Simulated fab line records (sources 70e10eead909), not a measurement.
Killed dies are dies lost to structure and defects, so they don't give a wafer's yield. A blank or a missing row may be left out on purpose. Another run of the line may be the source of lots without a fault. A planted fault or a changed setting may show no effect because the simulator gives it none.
What tool caused it? -- flow nand-harc -- 36 wafers from 12 lots sampled at 4 of the route's 1302 steps

WHAT THE GAUGES READ, wafer by wafer
NHARC_P_GATE_CD_MEAS_33. Usual: cd-nm at 119.5 nm, with a standard deviation of 2.7.
lot,measured,on,cd-nm (nm),flag
L996,day 5 18:19,cd-sem-02,122.1 119.9 119.1,
L997,day 6 10:35,cd-sem-03,123.8 120.1 123.5,
L999,day 6 22:26,cd-sem-02,117.9 121.4 117.4,
L100,day 7 14:11,cd-sem-01,120.9 123.3 119.3,
L107,day 10 11:23,cd-sem-01,118.2 121.4 116.2,
L110,day 11 23:46,cd-sem-02,121.0 116.7 117.5,
L111,day 12 03:29,cd-sem-03,124.6 127.6 121.0,
L113,day 13 01:31,cd-sem-02,114.9 119.0 117.6,
L114,day 13 12:00,cd-sem-03,117.7 117.7 118.3,
L115,day 14 06:11,cd-sem-02,118.6 115.7 124.8,
L116,day 14 09:02,cd-sem-02,118.4 115.8 122.2,
L117,day 14 16:50,cd-sem-01,118.8 119.9 119.0,

NHARC_P_GATE_CD_MEAS_91: the cd target is 2000 nm. Usual: cd-nm at 1998.7 nm, with a standard deviation of 1.3.
lot,measured,on,cd-nm (nm),flag
L996,day 6 08:43,cd-sem-02,1997.6 1999.8 1996.7,
L997,day 7 02:56,cd-sem-01,2002.3 1998.6 2000.7,
L999,day 7 12:52,cd-sem-01,1998.3 2000.3 1997.5,
L100,day 8 04:38,cd-sem-01,1996.4 1999.3 1998.3,
L107,day 11 01:49,cd-sem-02,1999.6 1998.8 2001.6,
L110,day 12 14:20,cd-sem-03,1997.7 1998.7 1999.4,
L111,day 12 18:04,cd-sem-02,1997.7 1999.4 1999.4,
L113,day 13 15:52,cd-sem-02,1999.9 2000.8 1998.6,
L114,day 14 08:08,cd-sem-03,2000.9 1996.4 1997.3,
L115,day 14 20:38,cd-sem-01,1998.9 1998.4 1999.0,
L116,day 14 23:37,cd-sem-01,1997.6 1998.1 1998.1,
L117,day 15 07:13,cd-sem-02,1997.7 1997.4 1998.7,

WHICH TOOL RAN EACH LOT (tool, then ch and the chambers of the sampled wafers, then the start)
lot,NHARC_P_ZERO_WELL_ETCH_63,NHARC_P_STI_ETCH_31
L996,"rie-si-01 ch 1,3, day 2 17:40","rie-diel-10 ch 0,3, day 5 18:19 or earlier"
L997,"rie-si-01 ch 1,2, day 3 03:41","rie-diel-13 ch 0,3, day 6 10:35 or earlier"
L999,"rie-si-01 ch 1,3, day 3 23:40","rie-diel-10 ch 0,2,3, day 6 22:26 or earlier"
L100,"rie-si-01 ch 0,2,3, day 4 09:49","rie-diel-09 ch 0,1, day 7 14:11 or earlier"
L107,"rie-si-01 ch 0,1,3, day 7 07:46","rie-diel-09 ch 0,2, day 10 11:23 or earlier"
L110,"rie-si-03 ch 1,3, day 8 13:49","rie-diel-13 ch 0,1,2, day 11 23:46 or earlier"
L111,"rie-si-03 ch 0,1, day 8 23:41","rie-diel-13 ch 1,2, day 12 03:29 or earlier"
L113,"rie-si-01 ch 1,2,3, day 9 19:37","rie-diel-13 ch 0,1,3, day 13 01:31 or earlier"
L114,"rie-si-01 ch 1,2,3, day 10 05:44","rie-diel-09 ch 0,1, day 13 12:00 or earlier"
L115,"rie-si-02 ch 0,3, day 10 15:42","rie-diel-13 ch 2,3, day 14 06:11 or earlier"
L116,"rie-si-03 ch 2,3, day 11 01:41","rie-diel-09 ch 1,2,3, day 14 09:02 or earlier"
L117,"rie-si-03 ch 1,2,3, day 11 11:40","rie-diel-10 ch 0,1,3, day 14 16:50 or earlier"
- NHARC_P_ZERO_WELL_ETCH_63: etches the open film in HBr/Cl2, target depth 120 nm, time 40.1 s.
- NHARC_P_STI_ETCH_31: etches the open film in CF4/CHF3, target depth 108.9 nm, time 54.5 s.

WHAT THE TOOLS THEMSELVES READ (means of the sampled wafers that have a number; where no wafer has one, the mark that the record gives instead)
NHARC_P_ZERO_WELL_ETCH_63. Usual: drypump-motor-current-A 5.8 A, standard deviation 0.39; mfc-cl2-sccm 50.01 sccm, standard deviation 0.13; oes-product-au 0.997 a.u., standard deviation 0.01; throttle-valve-pct 26.406 %, standard deviation 0.0089.
lot,tool,drypump-motor-current-A (A),mfc-cl2-sccm (sccm),oes-product-au (a.u.),throttle-valve-pct (%),flag
L996,rie-si-01,5.6,50.05,1.009,26.400,
L997,rie-si-01,5.8,49.91,0.997,26.397,
L999,rie-si-01,5.6,49.98,1.349,26.409,OFF
L100,rie-si-01,6.1,49.90,1.319,26.405,OFF
L107,rie-si-01,6.0,49.92,0.993,26.403,
L110,rie-si-03,5.4,50.07,0.990,26.407,
L111,rie-si-03,5.6,50.04,1.002,26.411,
L113,rie-si-01,5.8,50.12,0.994,26.407,
L114,rie-si-01,5.8,50.07,0.990,26.403,
L115,rie-si-02,6.4,50.05,0.994,26.404,
L116,rie-si-03,5.4,50.03,0.997,26.403,
L117,rie-si-03,5.5,50.00,0.990,26.397,

NHARC_P_STI_ETCH_31. Usual: chf3-flow-sccm 29.99 sccm, standard deviation 0.088; drypump-motor-current-A 5.7 A, standard deviation 0.38; oes-product-au 0.959 a.u., standard deviation 0.018; rf-vpp-V 370.3 V, standard deviation 2.5; showerhead-plenum-p-Torr 1.57 Torr, standard deviation 0.067; throttle-valve-pct 16.802 %, standard deviation 0.0089.
lot,tool,chf3-flow-sccm (sccm),drypump-motor-current-A (A),oes-product-au (a.u.),rf-vpp-V (V),showerhead-plenum-p-Torr (Torr),throttle-valve-pct (%),flag
L996,rie-diel-10,30.13,5.7,0.971,368.9,1.50,16.808,
L997,rie-diel-13,29.93,6.2,0.939,373.5,1.64,16.797,
L999,rie-diel-10,29.98,5.7,0.976,369.3,1.54,16.807,
L100,rie-diel-09,29.99,5.3,0.964,370.2,1.56,16.799,
L107,rie-diel-09,29.95,5.7,0.970,370.6,1.55,16.809,
L110,rie-diel-13,30.07,6.1,0.960,370.7,1.59,16.812,
L111,rie-diel-13,30.08,6.0,0.953,369.0,1.53,16.801,
L113,rie-diel-13,29.94,5.9,0.973,372.3,1.63,16.796,
L114,rie-diel-09,30.01,5.4,0.958,369.7,1.56,16.800,
L115,rie-diel-13,30.00,5.9,0.964,369.0,1.52,16.795,
L116,rie-diel-09,29.98,5.4,0.968,370.4,1.57,16.802,
L117,rie-diel-10,29.92,5.5,0.969,370.1,1.56,16.800,

THE ANSWER, worked out from the rows above alone
Rule: a lot counts as off when the mean over its wafers that have a number is more than 3 standard deviations away from the usual mean. Also off: a lot with no number at a reading for which 4 or more lots have one. Where the step has rows for the other lots, those lots are counted as sound. Order of review: gauges by route order, followed by the tools' own readings, for which a lot's mean as printed above is used. The first step at which some lot is off is used, and at that step the reading that is off furthest; a lot without a number counts as furthest.
Off, at NHARC_P_ZERO_WELL_ETCH_63 on oes-product-au: L999, L100.
A tool fits if, at that step or a process step before it, it ran every lot that is off, and no sound lot after the first of them. No candidate that was tried fits.

WHAT THE SIMULATOR PUT IN
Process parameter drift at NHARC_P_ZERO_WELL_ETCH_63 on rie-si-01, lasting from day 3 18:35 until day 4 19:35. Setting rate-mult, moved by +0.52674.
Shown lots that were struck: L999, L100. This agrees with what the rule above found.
